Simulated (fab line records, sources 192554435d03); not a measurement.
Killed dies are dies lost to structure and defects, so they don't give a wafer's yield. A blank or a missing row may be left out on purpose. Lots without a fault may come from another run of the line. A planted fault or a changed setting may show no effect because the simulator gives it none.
Chamber matching | flow n5_finfet | N5_FIN_CUT_CUT_ETCH_28 on rie_si-03: 4 sister chambers
The step etches Si in HBr/Cl2/O2, target depth 6 nm, time 2.4 s. 8 wafers are shown with their chamber, then 12 later ones without.

WAFERS WITH THEIR CHAMBER
wafer  | chamber | throttle_valve_pct (%) | drypump_motor_current_A (A)
L085.2 | 1       | 37.15                  | 5.2
L085.4 | 2       | 36.98                  | 5.2
L088.1 | 2       | 36.98                  | 5.2
L090.3 | 0       | 37.54                  | 5.1
L090.5 | 3       | 37.20                  | 5.5
L092.1 | 1       | 37.18                  | 5.3
L092.2 | 0       | 37.56                  | 5.1
L092.6 | 3       | 37.18                  | 5.5

WAFERS WITHOUT THEIR CHAMBER
wafer  | throttle_valve_pct (%) | drypump_motor_current_A (A)
L093.1 | 37.16                  | 5.3
L093.4 | 36.99                  | 5.2
L093.6 | 36.99                  | 5.1
L094.1 | 37.54                  | 5.2
L094.2 | 37.00                  | 5.1
L094.5 | 37.17                  | 5.3
L095.2 | 36.97                  | 5.2
L095.5 | 37.54                  | 5.1
L095.6 | 37.17                  | 5.5
L096.2 | 36.98                  | 5.2
L096.4 | 37.19                  | 5.5
L096.5 | 37.18                  | 5.5

WHICH CHAMBER EACH WENT THROUGH
wafer  | from the rows above | in truth
L093.1 | 1                   | 1
L093.4 | 2                   | 2
L093.6 | 2                   | 2
L094.1 | 0                   | 0
L094.2 | 2                   | 2
L094.5 | 1                   | 1
L095.2 | 2                   | 2
L095.5 | 0                   | 0
L095.6 | 3                   | 3
L096.2 | 2                   | 2
L096.4 | 3                   | 3
L096.5 | 3                   | 3
Placed correctly: 12 of 12. Can't be placed from these rows: 0. Placed wrongly: 0.
How it was worked out, from the rows above alone: a wafer's distance from a chamber is the root of the sum, over the readings, of the square of ((its reading less the chamber's mean) divided by the reading's scatter). The wafer belongs to the nearest chamber; if the next one is less than 2 further off, it can't be placed. A chamber's mean is the mean of its shown wafers. The scatter: the root of (the sum of the squares of (reading less its chamber's mean) over the shown wafers, divided by (wafers less chambers)).
